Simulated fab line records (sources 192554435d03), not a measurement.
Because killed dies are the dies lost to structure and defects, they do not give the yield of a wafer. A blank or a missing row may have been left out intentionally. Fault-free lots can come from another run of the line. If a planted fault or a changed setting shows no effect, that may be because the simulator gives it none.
fab line records	flow n5_finfet
record lots=5	wafers=15	last_day=16
route steps=1938 shown BEOL_M0_SAQP@633
lots with no fault: from the same line, run without faults
start_h: start of the lot's first displayed wafer, in hours after the record's first day	wait_h: how many hours have passed since the lot's step before this one	" unchanged from the row above	L1.1+2: one row covering several wafers at once	- value missing, or start not given	* or withheld: withheld	< > ~ a bound
route shown NAME@n: a module of which the file shows steps, and the number in the route of the first	usual: mean and standard deviation over wafers with no fault	same: alike in all rows	chamber/n: place in a boat	sites: the reading at each site	_std_site: the standard deviation of these	_edge_site: the outer-site mean with the inner-site mean subtracted	radius_mm: for every site, how far away it sits from the centre of the wafer	mask NAME#n: copy n	behind: the tool/chamber that last shaped the wafer	hold: the reason the lot was held/the length of the hold in hours/how it ended	device: names the non-switching transistor (n, p or np)	end of line: at the end of the route, the tests of the same wafers	a step without rows: its recipe alone	killed: at the first sort, the dies lost to defects and structure; wafer yield is something else	map: a wafer's dies, x killed, . not, _ none there
set.NAME: the setting as run; set.NAME@STEP: as run at that earlier step	model.NAME: the simulator's own value behind a step, which no gauge read
lots seen at some steps along the route; tables by step, rows by wafer
services: when a tool's chamber went out of use (start_h, in hours from the record's first day, below 0 if earlier), for how many hours, and the reason
## steps
# step N5_BEOL_M0_SAQP_ILD_DEP_01
# recipe material=SiOC	target_thk_a=454.19	temp_c=350	precursor=DEMS/O2	pressure_torr=5	rf_w=500	time_s=8.7
# usual chamber_pressure_Torr=5.000/0.01	heater_power_w=443/57	rf_fwd_power_W=492/3.5	showerhead_plenum_p_Torr=5.702/0.02	throttle_valve_pct=11.8/0.62
lot.wafer	tool	chamber	start_h	wait_h	chamber_pressure_Torr	heater_power_w	rf_fwd_power_W	showerhead_plenum_p_Torr	throttle_valve_pct
L075.1	pecvd-03	1	118.76	0.0	5.001	419	488	5.680	12.6
L075.2	"	0	"	"	4.997	485	491	5.706	11.8
L075.5	"	2	"	"	4.996	342	494	5.689	11.7
L077.1	pecvd-04	1	128.13	0.0	5.004	429	496	5.722	11.9
L077.2	"	0	"	"	5.010	473	487	5.691	11.4
L077.5	"	2	"	"	5.008	402	490	5.700	10.7
L078.1	pecvd-04	1	131.15	0.0	5.001	424	496	5.744	11.9
L078.3	"	2	"	"	5.000	403	493	5.686	10.8
L078.6	"	1	"	"	4.994	436	497	5.739	12.0
L081.3	pecvd-03	2	149.71	0.0	4.994	401	496	5.699	11.4
L081.4	"	1	"	"	4.988	435	486	5.683	12.5
L081.6	"	2	"	"	5.006	407	496	5.699	11.4
L092.1	pecvd-03	2	219.99	0.0	4.996	380	494	5.709	11.1
L092.3	"	1	"	"	4.991	419	487	5.673	12.2
L092.4	"	0	"	"	5.007	480	492	5.710	11.8
# step N5_BEOL_M0_SAQP_HM_DEP_02
# recipe material=TiN	target_thk_a=120	temp_c=25	chamber_pressure_pa=0.49996
# usual substrate_temp_c=24.99/0.11	throttle_valve_pct=29.8/1
lot.wafer	tool	chamber	start_h	wait_h	substrate_temp_c	throttle_valve_pct
L075.1	pvd_sputter-02	-	119.44	0.7	25.11	29.6
L075.2	"	-	"	"	25.09	28.4
L075.5	"	-	"	"	25.05	29.0
L077.1	pvd_sputter-02	-	128.19	0.0	24.85	28.9
L077.2	"	-	"	"	25.11	29.6
L077.5	"	-	"	"	25.10	30.8
L078.1	pvd_sputter-01	-	133.60	2.4	25.01	28.5
L078.3	"	-	"	"	24.91	31.5
L078.6	"	-	"	"	25.10	28.8
L081.3	pvd_sputter-02	-	150.54	0.8	24.81	30.0
L081.4	"	-	"	"	25.04	28.8
L081.6	"	-	"	"	24.90	29.7
L092.1	pvd_sputter-01	-	221.27	1.3	25.03	29.0
L092.3	"	-	"	"	24.86	28.5
L092.4	"	-	"	"	24.94	30.3
# step N5_BEOL_M0_SAQP_PECVD_03
# recipe material=SiCN	target_thk_a=120	temp_c=withheld	precursor=3MS/NH3	pressure_torr=3	rf_w=202	time_s=21.1
# usual chamber_pressure_Torr=3.001/0.0066	rf_fwd_power_W=198.8/1.4	showerhead_plenum_p_Torr=3.671/0.018	throttle_valve_pct=9.0/0.45
lot.wafer	tool	chamber	start_h	wait_h	chamber_pressure_Torr	rf_fwd_power_W	showerhead_plenum_p_Torr	throttle_valve_pct
L075.1	pecvd-03	1	119.57	0.1	3.009	197.3	3.643	9.5
L075.2	"	2	"	"	2.997	200.1	3.661	8.6
L075.5	"	0	"	"	3.003	199.0	3.692	8.9
L077.1	pecvd-03	1	128.31	0.1	3.016	196.4	3.650	9.5
L077.2	"	0	"	"	3.000	198.0	3.677	8.8
L077.5	"	2	"	"	2.992	198.5	3.672	8.7
L078.1	pecvd-04	2	133.72	0.1	2.996	198.8	3.651	8.2
L078.3	"	0	"	"	2.997	196.8	3.667	8.7
L078.6	"	0	"	"	2.984	197.9	3.653	8.7
L081.3	pecvd-01	0	150.66	0.1	3.003	199.5	3.649	8.7
L081.4	"	0	"	"	2.994	199.4	3.646	8.9
L081.6	"	2	"	"	2.999	200.0	3.686	9.0
L092.1	pecvd-04	2	221.39	0.1	2.995	198.9	3.672	8.0
L092.3	"	1	"	"	3.001	200.6	3.698	8.8
L092.4	"	0	"	"	2.998	197.0	3.653	9.1
# step N5_BEOL_M0_SAQP_PECVD_96
# recipe material=a-Si	target_thk_a=450	temp_c=350	precursor=SiH4/He	pressure_torr=3	rf_w=100	time_s=45.2
# usual chamber_pressure_Torr=2.999/0.0063	heater_power_w=587/47	rf_fwd_power_W=99.0/0.54	showerhead_plenum_p_Torr=5.69/0.067	throttle_valve_pct=18.0/0.87
lot.wafer	tool	chamber	start_h	wait_h	chamber_pressure_Torr	heater_power_w	rf_fwd_power_W	showerhead_plenum_p_Torr	throttle_valve_pct
L075.1	pecvd-03	1	119.60	0.0	2.995	536	98.5	5.61	19.3
L075.2	"	2	"	"	3.001	562	98.6	5.67	17.6
L075.5	"	0	"	"	2.999	588	99.5	5.73	18.3
L077.1	pecvd-03	1	128.34	0.0	2.998	521	98.3	5.60	19.0
L077.2	"	0	"	"	2.993	614	99.3	5.73	18.0
L077.5	"	2	"	"	3.001	551	99.1	5.69	17.4
L078.1	pecvd-04	2	133.75	0.0	3.003	553	99.3	5.68	16.4
L078.3	"	0	"	"	3.009	592	98.3	5.66	17.5
L078.6	"	0	"	"	3.005	619	98.5	5.64	17.9
L081.3	pecvd-01	0	150.69	0.0	3.003	680	99.5	5.62	18.1
L081.4	"	0	"	"	2.998	680	99.7	5.61	18.1
L081.6	"	2	"	"	2.990	653	99.2	5.73	18.4
L092.1	pecvd-04	2	221.42	0.0	2.998	534	99.3	5.66	16.3
L092.3	"	1	"	"	2.997	617	99.3	5.81	18.2
L092.4	"	0	"	"	3.000	576	98.2	5.65	18.1
# step N5_BEOL_M0_SAQP_PECVD_97
# recipe material=SiNx	target_thk_a=230	temp_c=350	precursor=SiH4/NH3/N2	pressure_torr=1.5	rf_w=300	time_s=19.9
# usual chamber_pressure_Torr=1.501/0.004	heater_power_w=517/60	rf_fwd_power_W=296.2/1.7	showerhead_plenum_p_Torr=5.17/0.091	throttle_valve_pct=39.6/1.9
lot.wafer	tool	chamber	start_h	wait_h	chamber_pressure_Torr	heater_power_w	rf_fwd_power_W	showerhead_plenum_p_Torr	throttle_valve_pct
L075.1	pecvd-03	1	119.65	0.0	1.499	500	293.7	5.06	41.7
L075.2	"	2	"	"	1.496	451	297.1	5.15	38.1
L075.5	"	0	"	"	1.500	556	296.5	5.24	39.8
L077.1	pecvd-03	1	128.38	0.0	1.505	523	294.9	5.06	41.9
L077.2	"	0	"	"	1.501	502	296.1	5.22	39.8
L077.5	"	2	"	"	1.499	426	295.8	5.16	38.3
L078.1	pecvd-04	2	133.79	0.0	1.502	476	296.4	5.14	35.4
L078.3	"	0	"	"	1.507	595	294.3	5.10	38.6
L078.6	"	0	"	"	1.506	571	291.5	5.09	38.8
L081.3	pecvd-01	0	150.73	0.0	1.496	574	297.5	5.06	39.4
L081.4	"	0	"	"	1.494	571	298.4	5.06	39.4
L081.6	"	2	"	"	1.499	668	297.0	5.20	40.4
L092.1	pecvd-04	2	221.47	0.0	1.505	439	296.3	5.14	35.6
L092.3	"	1	"	"	1.499	541	298.1	5.34	40.2
L092.4	"	0	"	"	1.497	542	294.3	5.12	39.2
# step N5_BEOL_M0_SAQP_PECVD_04
# recipe material=a-Si	target_thk_a=600	temp_c=350	precursor=SiH4/He	pressure_torr=3	rf_w=100	time_s=60.2
# usual chamber_pressure_Torr=3.000/0.0061	heater_power_w=582/53	rf_fwd_power_W=99.3/0.42	showerhead_plenum_p_Torr=5.69/0.067	throttle_valve_pct=18.0/0.87
lot.wafer	tool	chamber	start_h	wait_h	chamber_pressure_Torr	heater_power_w	rf_fwd_power_W	showerhead_plenum_p_Torr	throttle_valve_pct
L075.1	pecvd-03	1	119.69	0.0	3.004	527	98.4	5.63	19.1
L075.2	"	2	"	"	2.997	533	99.8	5.67	17.6
L075.5	"	0	"	"	3.000	615	99.3	5.74	18.1
L077.1	pecvd-03	1	128.42	0.0	2.997	579	99.1	5.60	19.2
L077.2	"	0	"	"	3.002	584	99.5	5.74	18.1
L077.5	"	2	"	"	3.007	499	99.2	5.68	17.5
L078.1	pecvd-04	2	133.83	0.0	3.005	541	99.3	5.66	16.1
L078.3	"	0	"	"	2.994	611	98.9	5.65	17.8
L078.6	"	0	"	"	2.995	628	98.9	5.66	17.8
L081.3	pecvd-01	0	150.77	0.0	3.004	601	99.8	5.61	18.0
L081.4	"	0	"	"	3.004	611	99.0	5.61	17.9
L081.6	"	2	"	"	2.997	662	99.3	5.72	18.7
L092.1	pecvd-04	2	221.51	0.0	3.007	557	99.3	5.68	16.2
L092.3	"	1	"	"	2.990	602	99.5	5.81	18.3
L092.4	"	0	"	"	2.996	656	98.9	5.66	17.6
# step N5_BEOL_M0_SAQP_THK_MEAS_05
# usual thk_nm=59.7/0.82
lot.wafer	tool	chamber	start_h	wait_h	thk_nm
L075.1	film_metro-01	-	119.78	0.1	59.7
L075.2	"	-	"	"	58.4
L075.5	"	-	"	"	59.9
L077.1	film_metro-01	-	128.52	0.1	58.9
L077.2	"	-	"	"	57.5
L077.5	"	-	"	"	59.0
L078.1	film_metro-02	-	133.93	0.1	59.6
L078.3	"	-	"	"	59.3
L078.6	"	-	"	"	60.4
L081.3	film_metro-02	-	150.88	0.1	59.5
L081.4	"	-	"	"	60.2
L081.6	"	-	"	"	60.1
L092.1	film_metro-01	-	221.60	0.1	59.6
L092.3	"	-	"	"	58.8
L092.4	"	-	"	"	59.9
# step N5_BEOL_M0_SAQP_HM_DEP_111
# recipe material=SiO2	target_thk_a=120	temp_c=400	precursor=SiH4/N2O	pressure_torr=0.75	rf_w=275	time_s=7.2
# usual chamber_pressure_Torr=0.7498/0.0016	heater_power_w=725/82	rf_fwd_power_W=272.6/1.5	showerhead_plenum_p_Torr=8.24/0.19
lot.wafer	tool	chamber	start_h	wait_h	chamber_pressure_Torr	heater_power_w	rf_fwd_power_W	showerhead_plenum_p_Torr
L075.1	pecvd-01	2	119.82	0.0	0.7501	936	272.8	8.27
L075.2	"	1	"	"	0.7485	695	273.2	8.39
L075.5	"	1	"	"	0.7483	670	272.7	8.43
L077.1	pecvd-04	1	128.56	0.0	0.7508	745	274.2	8.55
L077.2	"	2	"	"	0.7480	682	272.6	8.15
L077.5	"	0	"	"	0.7514	777	270.6	8.09
L078.1	pecvd-01	0	133.97	0.0	0.7479	739	275.0	8.01
L078.3	"	2	"	"	0.7471	861	273.4	8.28
L078.6	"	0	"	"	0.7467	738	275.3	7.98
L081.3	pecvd-04	1	150.92	0.0	0.7482	760	272.3	8.54
L081.4	"	0	"	"	0.7479	751	269.9	8.08
L081.6	"	2	"	"	0.7508	696	272.3	8.16
L092.1	pecvd-03	0	221.64	0.0	0.7514	824	272.4	8.33
L092.3	"	2	"	"	0.7507	663	273.0	8.17
L092.4	"	1	"	"	0.7499	680	272.2	7.97
# step N5_BEOL_M0_SAQP_COAT_81
# recipe resist=SOC	temp_c=250	time_s=60	spin_rpm=1500	resist_thk_nm=100
# usual exhaust_pa=44.8/0.81	plate_temp_C=250.00/0.19
lot.wafer	tool	chamber	start_h	wait_h	exhaust_pa	plate_temp_C
L075.1	litho_track-05	0	119.90	0.1	45.8	249.86
L075.2	"	0	"	"	45.3	249.74
L075.5	"	0	"	"	44.2	249.95
L077.1	litho_track-02	0	128.63	0.1	46.6	249.87
L077.2	"	0	"	"	44.6	250.13
L077.5	"	0	"	"	45.5	250.06
L078.1	litho_track-02	0	134.04	0.1	44.5	250.14
L078.3	"	0	"	"	42.6	250.55
L078.6	"	0	"	"	45.1	250.38
L081.3	litho_track-01	0	151.00	0.1	44.1	249.91
L081.4	"	0	"	"	44.5	249.94
L081.6	"	0	"	"	45.5	250.15
L092.1	litho_track-05	0	221.72	0.1	44.5	250.05
L092.3	"	0	"	"	46.8	250.14
L092.4	"	0	"	"	44.7	250.00
# step N5_BEOL_M0_SAQP_COAT_82
# recipe resist=SiARC	temp_c=220	time_s=60	spin_rpm=1500	resist_thk_nm=30
# usual exhaust_pa=44.9/0.89	plate_temp_C=219.98/0.14
lot.wafer	tool	chamber	start_h	wait_h	exhaust_pa	plate_temp_C
L075.1	litho_track-05	0	-	-	46.3	220.26
L075.2	"	0	"	"	44.6	219.96
L075.5	"	0	"	"	43.4	220.24
L077.1	litho_track-02	0	-	-	45.9	220.11
L077.2	"	0	"	"	44.0	220.18
L077.5	"	0	"	"	45.4	220.09
L078.1	litho_track-02	0	-	-	44.8	219.81
L078.3	"	0	"	"	44.5	219.86
L078.6	"	0	"	"	45.2	219.95
L081.3	litho_track-01	0	-	-	45.2	219.75
L081.4	"	0	"	"	43.5	219.93
L081.6	"	0	"	"	45.5	219.75
L092.1	litho_track-05	0	-	-	44.3	220.07
L092.3	"	0	"	"	45.3	220.01
L092.4	"	0	"	"	45.4	219.89
# step N5_BEOL_M0_SAQP_COAT_08
# recipe resist=CAR-ArF	spin_rpm=1500	resist_thk_nm=90
# usual exhaust_pa=45.0/0.96
lot.wafer	tool	chamber	start_h	wait_h	exhaust_pa
L075.1	litho_track-05	0	-	-	46.4
L075.2	"	0	"	"	45.0
L075.5	"	0	"	"	45.6
L077.1	litho_track-02	0	-	-	44.2
L077.2	"	0	"	"	44.8
L077.5	"	0	"	"	46.1
L078.1	litho_track-02	0	-	-	44.1
L078.3	"	0	"	"	44.3
L078.6	"	0	"	"	42.9
L081.3	litho_track-01	0	-	-	44.1
L081.4	"	0	"	"	44.5
L081.6	"	0	"	"	44.8
L092.1	litho_track-05	0	-	-	46.1
L092.3	"	0	"	"	44.2
L092.4	"	0	"	"	45.4
# step N5_BEOL_M0_SAQP_EBR_10
# recipe solvent=PGMEA	ebr_width_mm=1.5
# usual exhaust_pa=45.2/0.82
lot.wafer	tool	chamber	start_h	wait_h	exhaust_pa
L075.1	litho_track-05	0	-	-	45.7
L075.2	"	0	"	"	44.9
L075.5	"	0	"	"	46.2
L077.1	litho_track-02	0	-	-	45.1
L077.2	"	0	"	"	43.7
L077.5	"	0	"	"	46.0
L078.1	litho_track-02	0	-	-	45.1
L078.3	"	0	"	"	45.8
L078.6	"	0	"	"	45.1
L081.3	litho_track-01	0	-	-	45.2
L081.4	"	0	"	"	44.2
L081.6	"	0	"	"	45.4
L092.1	litho_track-05	0	-	-	46.1
L092.3	"	0	"	"	44.5
L092.4	"	0	"	"	43.9
# step N5_BEOL_M0_SAQP_SOFTBAKE_09
# recipe temp_c=110	time_s=60	resist=CAR-ArF
# usual exhaust_pa=45.2/0.81	plate_temp_C=109.98/0.13
lot.wafer	tool	chamber	start_h	wait_h	exhaust_pa	plate_temp_C
L075.1	litho_track-05	0	-	-	46.2	109.79
L075.2	"	0	"	"	45.5	109.86
L075.5	"	0	"	"	46.6	109.95
L077.1	litho_track-02	0	-	-	46.4	109.84
L077.2	"	0	"	"	45.2	110.00
L077.5	"	0	"	"	45.0	109.91
L078.1	litho_track-02	0	-	-	44.5	109.76
L078.3	"	0	"	"	45.1	109.98
L078.6	"	0	"	"	45.3	110.00
L081.3	litho_track-01	0	-	-	45.7	109.90
L081.4	"	0	"	"	45.0	109.97
L081.6	"	0	"	"	45.9	109.89
L092.1	litho_track-05	0	-	-	45.6	109.92
L092.3	"	0	"	"	43.0	110.17
L092.4	"	0	"	"	45.9	109.88
# step N5_BEOL_M0_SAQP_EXPOSE_11
# recipe mask_id=M0_CORE	na=1.35	source_shape=dipole	sigma_inner=0.538	sigma_outer=0.738	polarization=te	target_cd_nm=42	dose_mj=55
lot.wafer	tool	chamber	start_h	wait_h	mask
L075.1+2+5	arfi_scanner-02	0	120.01	-	M0_CORE#0
L077.1+2+5	arfi_scanner-02	0	128.87	-	M0_CORE#0
L078.1+3+6	arfi_scanner-03	0	134.29	-	M0_CORE#0
L081.3+4+6	arfi_scanner-02	0	151.25	-	M0_CORE#0
L092.1+3+4	arfi_scanner-01	0	221.96	-	M0_CORE#0
# step N5_BEOL_M0_SAQP_PEB_12
# recipe peb_temp_c=withheld	peb_time_s=60	resist=CAR-ArF
# usual exhaust_pa=45.1/0.97
lot.wafer	tool	chamber	start_h	wait_h	exhaust_pa
L075.1	litho_track-01	0	120.07	0.1	45.5
L075.2	"	0	"	"	44.1
L075.5	"	0	"	"	45.3
L077.1	litho_track-02	0	128.93	0.1	44.6
L077.2	"	0	"	"	45.1
L077.5	"	0	"	"	45.1
L078.1	litho_track-01	0	134.35	0.1	44.3
L078.3	"	0	"	"	45.6
L078.6	"	0	"	"	46.6
L081.3	litho_track-05	0	151.30	0.0	44.5
L081.4	"	0	"	"	45.0
L081.6	"	0	"	"	47.3
L092.1	litho_track-02	0	222.02	0.1	45.5
L092.3	"	0	"	"	44.9
L092.4	"	0	"	"	44.7
# step N5_BEOL_M0_SAQP_DEVELOP_13
# recipe develop_time_s=30	developer=TMAH	resist=CAR-ArF	dev_temp_c=23	rinse_liquid=diw	dry=air_spin
# usual exhaust_pa=45.1/0.83
lot.wafer	tool	chamber	start_h	wait_h	exhaust_pa
L075.1	litho_track-01	0	-	-	46.3
L075.2	"	0	"	"	44.6
L075.5	"	0	"	"	46.5
L077.1	litho_track-02	0	-	-	45.3
L077.2	"	0	"	"	44.5
L077.5	"	0	"	"	44.9
L078.1	litho_track-01	0	-	-	45.5
L078.3	"	0	"	"	43.1
L078.6	"	0	"	"	45.7
L081.3	litho_track-05	0	-	-	45.1
L081.4	"	0	"	"	46.0
L081.6	"	0	"	"	44.8
L092.1	litho_track-02	0	-	-	45.3
L092.3	"	0	"	"	45.3
L092.4	"	0	"	"	44.3
# step N5_BEOL_M0_SAQP_CD_MEAS_14
# recipe target_cd_nm=42.5	landing_energy_ev=500	detector=se_inlens
# usual cd_nm=42.4/0.37
# same landing_energy_ev=500
lot.wafer	tool	chamber	start_h	wait_h	cd_nm
L075.1	cd_sem-03	0	120.14	-	43.2
L075.2	"	0	"	"	42.3
L075.5	"	0	"	"	43.1
L077.1	cd_sem-03	0	129.00	-	42.3
L077.2	"	0	"	"	42.1
L077.5	"	0	"	"	42.3
L078.1	cd_sem-02	0	134.42	-	42.0
L078.3	"	0	"	"	42.0
L078.6	"	0	"	"	42.4
L081.3	cd_sem-01	0	151.37	-	42.4
L081.4	"	0	"	"	42.8
L081.6	"	0	"	"	42.5
L092.1	cd_sem-03	0	222.08	-	42.8
L092.3	"	0	"	"	42.4
L092.4	"	0	"	"	42.6
# step N5_BEOL_M0_SAQP_OVL_MEAS_15
# recipe points_per_wafer=44
# usual M0_CORE_OVL=0.3/0.72
lot.wafer	tool	chamber	start_h	wait_h	M0_CORE_OVL[nm]
L075.1	overlay-01	0	120.17	0.0	1.2
L075.2	"	0	"	"	1.4
L075.5	"	0	"	"	-0.2
L077.1	overlay-02	0	129.03	0.0	-0.7
L077.2	"	0	"	"	0.0
L077.5	"	0	"	"	0.6
L078.1	overlay-01	0	134.45	0.0	2.1
L078.3	"	0	"	"	1.7
L078.6	"	0	"	"	0.6
L081.3	overlay-01	0	151.40	0.0	0.1
L081.4	"	0	"	"	0.2
L081.6	"	0	"	"	0.7
L092.1	overlay-01	0	222.12	0.0	0.7
L092.3	"	0	"	"	0.8
L092.4	"	0	"	"	0.5
# step N5_BEOL_M0_SAQP_INSPECT_16
# recipe mode=adi	inspect_instrument=brightfield
# usual raw_defect_count=488/160
lot.wafer	tool	chamber	start_h	wait_h	raw_defect_count
L075.1	defect_inspect-02	-	120.19	0.0	546
L075.2	"	-	"	"	471
L075.5	"	-	"	"	585
L077.1	defect_inspect-02	-	129.05	0.0	669
L077.2	"	-	"	"	458
L077.5	"	-	"	"	361
L078.1	defect_inspect-02	-	134.47	0.0	650
L078.3	"	-	"	"	515
L078.6	"	-	"	"	709
L081.3	defect_inspect-01	-	151.42	0.0	696
L081.4	"	-	"	"	699
L081.6	"	-	"	"	695
L092.1	defect_inspect-01	-	222.14	0.0	664
L092.3	"	-	"	"	905
L092.4	"	-	"	"	635
# step N5_BEOL_M0_SAQP_DESCUM_19
# recipe chemistry=O2	time_s=7.9	source_power_w=50	bias_power_w=20	pressure_mtorr=20	rf_frequency_hz=2.712e+07	temp_c=40	resist=CAR-ArF	o2_flow_sccm=225
# usual drypump_motor_current_A=5.7/0.37	o2_flow_sccm=225.0/0.66	oes_product_au=0.79/0.081	rf_fwd_power_W=49.38/0.21	rf_vpp_V=243.3/1.5	showerhead_plenum_p_Torr=2.10/0.073	throttle_valve_pct=20.28/0.29
lot.wafer	tool	chamber	start_h	wait_h	drypump_motor_current_A	o2_flow_sccm	oes_product_au	rf_fwd_power_W	rf_hours_counter_h	rf_vpp_V	showerhead_plenum_p_Torr	throttle_valve_pct
L075.1	rie_diel-03	0	120.23	0.0	5.2	224.4	0.86	49.22	47	246.6	2.23	20.10
L075.2	"	1	"	"	6.0	225.1	0.82	49.31	72	244.6	2.20	19.93
L075.5	"	1	"	"	6.0	224.6	0.82	49.41	-	244.5	2.20	19.92
L077.1	rie_diel-06	1	129.10	0.0	5.9	225.2	0.89	49.13	28	243.1	2.11	19.75
L077.2	"	3	"	"	5.3	224.4	0.85	49.44	49	245.5	2.22	20.39
L077.5	"	2	"	"	5.2	225.3	0.72	49.11	-	241.6	2.06	20.58
L078.1	rie_diel-06	2	134.76	0.3	5.2	225.5	0.73	49.22	195	242.1	2.06	20.58
L078.3	"	0	"	"	5.8	224.3	0.94	49.47	25	241.6	2.05	20.37
L078.6	"	0	"	"	5.8	224.5	0.93	49.21	-	243.8	2.04	20.38
L081.3	rie_diel-03	3	151.46	0.0	5.8	223.5	0.69	49.62	233	244.2	2.15	20.83
L081.4	"	2	"	"	5.2	225.0	0.76	49.31	159	241.4	1.99	19.89
L081.6	"	2	"	"	5.2	224.8	0.76	49.41	-	241.7	1.99	19.90
L092.1	rie_diel-01	2	222.34	0.2	6.1	225.4	0.69	49.24	230	240.7	2.00	20.65
L092.3	"	3	"	"	6.2	225.3	0.87	49.70	59	241.9	2.03	20.11
L092.4	"	0	"	"	5.2	223.7	0.71	49.66	186	244.0	2.15	20.36
# step N5_BEOL_M0_SAQP_ETCH_83
# recipe chemistry=CF4	target=SiARC	target_depth_a=390	mask_material=CAR-ArF	time_s=65	ion_energy_ev=80	pressure_mtorr=40	source_w=545	bias_w=36	Ar_flow_sccm=100	cf4_flow_sccm=100	ends=cleared
# usual drypump_motor_current_A=5.7/0.37	etch_rf_on_time_s=65.0/1.2	oes_product_au=0.68/0.067	rf_fwd_power_W=538.4/2.5	rf_vpp_V=184.1/1.3	showerhead_plenum_p_Torr=2.15/0.074	throttle_valve_pct=15.56/0.29
lot.wafer	tool	chamber	start_h	wait_h	drypump_motor_current_A	etch_rf_on_time_s	oes_product_au	rf_fwd_power_W	rf_hours_counter_h	rf_vpp_V	showerhead_plenum_p_Torr	throttle_valve_pct
L075.1	rie_diel-03	0	120.26	0.0	5.2	64.7	0.73	533.9	47	187.2	2.28	15.20
L075.2	"	1	"	"	6.0	65.8	0.70	536.9	72	185.1	2.26	15.19
L075.5	"	1	"	"	6.0	65.9	0.69	535.6	-	184.9	2.26	15.18
L077.1	rie_diel-06	1	129.13	0.0	5.9	64.7	0.77	533.7	28	183.0	2.18	15.05
L077.2	"	3	"	"	5.3	63.4	0.75	538.1	49	186.4	2.27	15.60
L077.5	"	2	"	"	5.2	64.4	0.63	537.4	-	184.4	2.14	15.98
L078.1	rie_diel-06	2	134.79	0.0	5.2	65.6	0.62	533.5	195	183.0	2.14	15.96
L078.3	"	0	"	"	5.8	66.1	0.78	537.1	25	184.2	2.09	15.54
L078.6	"	0	"	"	5.8	66.3	0.79	537.0	-	184.0	2.09	15.52
L081.3	rie_diel-03	3	151.50	0.0	5.9	62.6	0.60	538.5	233	183.9	2.20	16.01
L081.4	"	2	"	"	5.2	64.7	0.65	537.8	159	183.2	2.05	15.25
L081.6	"	2	"	"	5.2	64.9	0.65	535.2	-	183.3	2.05	15.26
L092.1	rie_diel-01	2	222.37	0.0	6.1	63.3	0.60	537.1	230	181.5	2.03	15.81
L092.3	"	3	"	"	6.3	65.3	0.75	538.4	59	184.0	2.10	15.41
L092.4	"	0	"	"	5.3	66.5	0.61	541.9	186	183.9	2.21	15.69
## services
tool	chamber	start_h	hours	kind
rie_diel-06	3	95.68	2.3	repair
arfi_scanner-01	-	107.38	1.8	repair
rie_diel-06	1	108.93	13.4	repair
arfi_scanner-01	-	125.03	3.9	pm
arfi_scanner-03	-	125.31	4.9	pm
pvd_sputter-01	-	129.67	3.7	repair
arfi_scanner-02	-	131.34	1.0	pm
arfi_scanner-03	-	142.53	1.0	pm
arfi_scanner-01	-	146.16	4.9	pm
arfi_scanner-02	-	147.07	0.8	pm
pecvd-01	1	151.00	6.7	repair
arfi_scanner-02	-	157.80	2.2	repair
arfi_scanner-02	-	160.05	4.9	pm
arfi_scanner-01	-	184.57	1.3	pm
arfi_scanner-03	-	190.15	1.3	pm
rie_diel-06	0	191.26	3.2	repair
rie_diel-03	0	195.40	6.6	repair
arfi_scanner-01	-	201.77	17.3	pm
rie_diel-06	1	206.40	12.2	repair
pecvd-01	2	209.43	19.8	repair
rie_diel-06	-	215.37	0.3	repair
rie_diel-03	3	218.34	1.6	repair
rie_diel-03	-	218.39	7.2	repair
arfi_scanner-02	-	218.71	1.3	pm
## key
fault none
